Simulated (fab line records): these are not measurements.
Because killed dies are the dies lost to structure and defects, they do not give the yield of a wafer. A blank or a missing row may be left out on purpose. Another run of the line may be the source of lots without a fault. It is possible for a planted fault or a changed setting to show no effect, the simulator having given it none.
Which tool is to blame? + flow nandHarc + 12 lots with 36 wafers sampled at 5 steps, on a route of 1159 steps

WHAT THE GAUGES SHOWED, per wafer
NHARC_END_SORT_01. Usual: killedAtArray 28, standard deviation 11; killedAtOther 0.5, standard deviation 0.87; killedAtPeriphery 2.9, standard deviation 2.2; killedDies 32, standard deviation 11; killedOpen 3.2, standard deviation 1.9; killedShort 1.8, standard deviation 1.4.
| lot  | measured     | on        | killedAtArray | killedAtOther | killedAtPeriphery | killedDies | killedOpen | killedShort | flag |
|------|--------------|-----------|---------------|---------------|-------------------|------------|------------|-------------|------|
| L755 | day 23 22:45 | prober-01 | 37 53 677     | 0 0 0         | 0 3 0             | 37 56 677  | 1 1 5      | 0 4 1       | OFF  |

TOOL THAT RAN EACH LOT (tool first, then ch and the chambers of the sampled wafers, then the start)
| lot  | NHARC_A_CHANNEL_HOLE_D1_ETCH_21 | NHARC_A_CHANNEL_HOLE_D1_ETCH_23 | NHARC_A_CHANNEL_HOLE_D1_ETCH_25 | NHARC_A_CHANNEL_FILL_D1_ETCHBACK_20 |
|------|---------------------------------|---------------------------------|---------------------------------|-------------------------------------|
| L736 | harEtch-02 ch 0,1, day 7 17:23  | harEtch-02 ch 0,1, day 7 18:23  | harEtch-02 ch 0,1, day 7 19:50  | rieDiel-05 ch 0,2, day 8 22:19      |
| L740 | harEtch-02 ch 1, day 9 04:32    | harEtch-02 ch 1, day 9 05:32    | harEtch-02 ch 1, day 9 07:01    | rieDiel-05 ch 2,3, day 10 12:35     |
| L738 | harEtch-02 ch 0, day 9 08:47    | harEtch-02 ch 0, day 9 09:52    | harEtch-02 ch 0, day 9 11:22    | rieDiel-05 ch 0,1,2, day 10 12:32   |
| L741 | harEtch-02 ch 0,1, day 9 16:16  | harEtch-02 ch 0,1, day 9 17:22  | harEtch-02 ch 0,1, day 9 18:52  | rieDiel-01 ch 0,1,2, day 10 21:39   |
| L742 | harEtch-01 ch 0, day 9 19:10    | harEtch-01 ch 0, day 9 20:10    | harEtch-01 ch 0, day 9 21:38    | rieDiel-01 ch 1,2,3, day 11 01:34   |
| L743 | harEtch-01 ch 0,1, day 10 09:16 | harEtch-01 ch 0,1, day 10 10:17 | harEtch-01 ch 0,1, day 10 11:46 | rieDiel-01 ch 0,2,3, day 11 15:59   |
| L746 | harEtch-02 ch 0,1, day 11 00:30 | harEtch-02 ch 0,1, day 11 01:35 | harEtch-02 ch 0,1, day 11 03:07 | rieDiel-01 ch 2,3, day 12 06:14     |
| L747 | harEtch-01 ch 0,1, day 11 01:16 | harEtch-01 ch 0,1, day 11 02:16 | harEtch-01 ch 0,1, day 11 03:43 | rieDiel-01 ch 1,2,3, day 12 06:12   |
| L755 | harEtch-01 ch 0,1, day 13 00:46 | harEtch-01 ch 0,1, day 13 01:46 | harEtch-01 ch 0,1, day 13 03:14 | rieDiel-05 ch 0,1,2, day 14 07:04   |
| L757 | harEtch-02 ch 0,1, day 13 20:27 | harEtch-02 ch 0,1, day 13 21:32 | harEtch-02 ch 0,1, day 13 23:04 | rieDiel-01 ch 0,2,3, day 15 08:26   |
| L759 | harEtch-02 ch 0,1, day 14 00:34 | harEtch-02 ch 0,1, day 14 01:37 | harEtch-02 ch 0,1, day 14 03:05 | rieDiel-10 ch 1,2,3, day 15 08:27   |
| L758 | harEtch-02 ch 0,1, day 14 04:38 | harEtch-02 ch 0,1, day 14 05:39 | harEtch-02 ch 0,1, day 14 07:07 | rieDiel-10 ch 0,1,2, day 15 11:26   |
- NHARC_A_CHANNEL_HOLE_D1_ETCH_21: etches the open film in C4F8/O2/Ar, time 514.3 s, target depth 1600 nm.
- NHARC_A_CHANNEL_HOLE_D1_ETCH_23: etches the open film in C4F8/O2/Ar, time 819 s, target depth 1600 nm.
- NHARC_A_CHANNEL_HOLE_D1_ETCH_25: etches the open film in C4F8/O2/Ar, time 1040.2 s, target depth 1500 nm.
- NHARC_A_CHANNEL_FILL_D1_ETCHBACK_20: etches the open film in C4F8/O2/Ar, target depth 27 nm, time 13.5 s.

AS READ BY THE TOOLS THEMSELVES (means over the sampled wafers that have a number; for cases with no such wafer, the mark the record gives instead)
NHARC_A_CHANNEL_HOLE_D1_ETCH_21. Usual: drypumpMotorCurrentA 5.7 A, standard deviation 0.36; escClampCurrentUA 0.0207, standard deviation 0.00045; showerheadPlenumPTorr 3.76 Torr, standard deviation 0.087; throttleValvePct 32.154 %, standard deviation 0.01.
| lot  | tool       | drypumpMotorCurrentA (A) | escClampCurrentUA | showerheadPlenumPTorr (Torr) | throttleValvePct (%) | flag |
|------|------------|--------------------------|-------------------|------------------------------|----------------------|------|
| L736 | harEtch-02 | 5.6                      | 0.0206            | 3.82                         | 32.148               |      |
| L740 | harEtch-02 | 5.3                      | 0.0204            | 3.87                         | 32.152               |      |
| L738 | harEtch-02 | 6.0                      | 0.0213            | 3.69                         | 32.155               |      |
| L741 | harEtch-02 | 5.8                      | 0.0210            | 3.74                         | 32.155               |      |
| L742 | harEtch-01 | 5.4                      | 0.0203            | 3.82                         | 32.149               |      |
| L743 | harEtch-01 | 5.6                      | 0.0203            | 3.77                         | 32.148               |      |
| L746 | harEtch-02 | 5.5                      | 0.0207            | 3.80                         | 32.147               |      |
| L747 | harEtch-01 | 5.8                      | 0.0203            | 3.72                         | 32.163               |      |
| L755 | harEtch-01 | 5.6                      | 0.0203            | 3.75                         | 32.139               |      |
| L757 | harEtch-02 | 5.7                      | 0.0210            | 3.72                         | 32.145               |      |
| L759 | harEtch-02 | 5.5                      | 0.0208            | 3.78                         | 32.152               |      |
| L758 | harEtch-02 | 5.8                      | 0.0211            | 3.71                         | 32.162               |      |

NHARC_A_CHANNEL_HOLE_D1_ETCH_23. Usual: drypumpMotorCurrentA 5.7 A, standard deviation 0.36; escClampCurrentUA 0.0207, standard deviation 0.00045; showerheadPlenumPTorr 3.76 Torr, standard deviation 0.087; throttleValvePct 32.155 %, standard deviation 0.0082.
| lot  | tool       | drypumpMotorCurrentA (A) | escClampCurrentUA | showerheadPlenumPTorr (Torr) | throttleValvePct (%) | flag |
|------|------------|--------------------------|-------------------|------------------------------|----------------------|------|
| L736 | harEtch-02 | 5.5                      | 0.0207            | 3.82                         | 32.154               |      |
| L740 | harEtch-02 | 5.3                      | 0.0204            | 3.87                         | 32.156               |      |
| L738 | harEtch-02 | 6.0                      | 0.0213            | 3.68                         | 32.147               |      |
| L741 | harEtch-02 | 5.8                      | 0.0210            | 3.74                         | 32.155               |      |
| L742 | harEtch-01 | 5.4                      | 0.0203            | 3.82                         | 32.151               |      |
| L743 | harEtch-01 | 5.6                      | 0.0203            | 3.77                         | 32.156               |      |
| L746 | harEtch-02 | 5.6                      | 0.0207            | 3.80                         | 32.156               |      |
| L747 | harEtch-01 | 5.8                      | 0.0203            | 3.72                         | 32.160               |      |
| L755 | harEtch-01 | 5.6                      | 0.0203            | 3.75                         | 32.159               |      |
| L757 | harEtch-02 | 5.8                      | 0.0210            | 3.72                         | 32.157               |      |
| L759 | harEtch-02 | 5.6                      | 0.0207            | 3.78                         | 32.156               |      |
| L758 | harEtch-02 | 5.8                      | 0.0210            | 3.71                         | 32.157               |      |

NHARC_A_CHANNEL_HOLE_D1_ETCH_25. Usual: drypumpMotorCurrentA 5.7 A, standard deviation 0.36; escClampCurrentUA 0.0207, standard deviation 0.00044; showerheadPlenumPTorr 3.75 Torr, standard deviation 0.087; throttleValvePct 32.235 %, standard deviation 0.0088.
| lot  | tool       | drypumpMotorCurrentA (A) | escClampCurrentUA | showerheadPlenumPTorr (Torr) | throttleValvePct (%) | flag |
|------|------------|--------------------------|-------------------|------------------------------|----------------------|------|
| L736 | harEtch-02 | 5.5                      | 0.0206            | 3.81                         | 32.233               |      |
| L740 | harEtch-02 | 5.3                      | 0.0204            | 3.87                         | 32.235               |      |
| L738 | harEtch-02 | 6.0                      | 0.0213            | 3.68                         | 32.230               |      |
| L741 | harEtch-02 | 5.8                      | 0.0210            | 3.74                         | 32.235               |      |
| L742 | harEtch-01 | 5.4                      | 0.0204            | 3.81                         | 32.242               |      |
| L743 | harEtch-01 | 5.6                      | 0.0203            | 3.76                         | 32.235               |      |
| L746 | harEtch-02 | 5.5                      | 0.0206            | 3.80                         | 32.235               |      |
| L747 | harEtch-01 | 5.8                      | 0.0203            | 3.72                         | 32.234               |      |
| L755 | harEtch-01 | 5.6                      | 0.0204            | 3.74                         | 32.237               |      |
| L757 | harEtch-02 | 5.8                      | 0.0210            | 3.71                         | 32.229               |      |
| L759 | harEtch-02 | 5.6                      | 0.0207            | 3.77                         | 32.237               |      |
| L758 | harEtch-02 | 5.8                      | 0.0210            | 3.71                         | 32.238               |      |

NHARC_A_CHANNEL_FILL_D1_ETCHBACK_20. Usual: oesProductAu 0.95 a.u., standard deviation 0.036; rfVppV 977 V, standard deviation 5.3.
| lot  | tool       | oesProductAu (a.u.) | rfVppV (V) | flag |
|------|------------|---------------------|------------|------|
| L736 | rieDiel-05 | 1.00                | 975        |      |
| L740 | rieDiel-05 | 0.99                | 978        |      |
| L738 | rieDiel-05 | 0.98                | 977        |      |
| L741 | rieDiel-01 | 0.92                | 980        |      |
| L742 | rieDiel-01 | 1.00                | 979        |      |
| L743 | rieDiel-01 | 0.93                | 976        |      |
| L746 | rieDiel-01 | 0.93                | 974        |      |
| L747 | rieDiel-01 | 0.93                | 979        |      |
| L755 | rieDiel-05 | 0.91                | 977        |      |
| L757 | rieDiel-01 | 1.00                | 977        |      |
| L759 | rieDiel-10 | 0.93                | 973        |      |
| L758 | rieDiel-10 | 0.92                | 975        |      |

THE ANSWER, worked out from the rows above alone
Rule: take the mean of a lot's wafers that have a number; if it is more than 3 standard deviations from the usual mean, the lot is off. A lot without any number at a reading at which 4 lots or more have one is off too. The other lots that the step has rows for count as sound. Order of review: gauges by route order, followed by the tools' own readings, for which a lot's mean as printed above is used. The first step at which some lot is off is used, and at that step the reading that is off furthest; a lot without a number counts as furthest.
Off at NHARC_END_SORT_01 (killedAtArray): L755. Neither off nor sound, because the step has no rows for them: L736, L740, L738, L741, L742, L743, L746, L747, L757, L759, L758.
If a tool, at a process step before that reading, ran all the lots that are off and no sound lot after the first of them, it fits. Gauges at NHARC_END_SORT_01: tried the same way as those tools. Can't be told from this: 3 tools fit, harEtch-01 at NHARC_A_CHANNEL_HOLE_D1_ETCH_21 and NHARC_A_CHANNEL_HOLE_D1_ETCH_23 and NHARC_A_CHANNEL_HOLE_D1_ETCH_25, rieDiel-05 at NHARC_A_CHANNEL_FILL_D1_ETCHBACK_20, prober-01 at NHARC_END_SORT_01.

WHAT THE SIMULATOR PUT IN
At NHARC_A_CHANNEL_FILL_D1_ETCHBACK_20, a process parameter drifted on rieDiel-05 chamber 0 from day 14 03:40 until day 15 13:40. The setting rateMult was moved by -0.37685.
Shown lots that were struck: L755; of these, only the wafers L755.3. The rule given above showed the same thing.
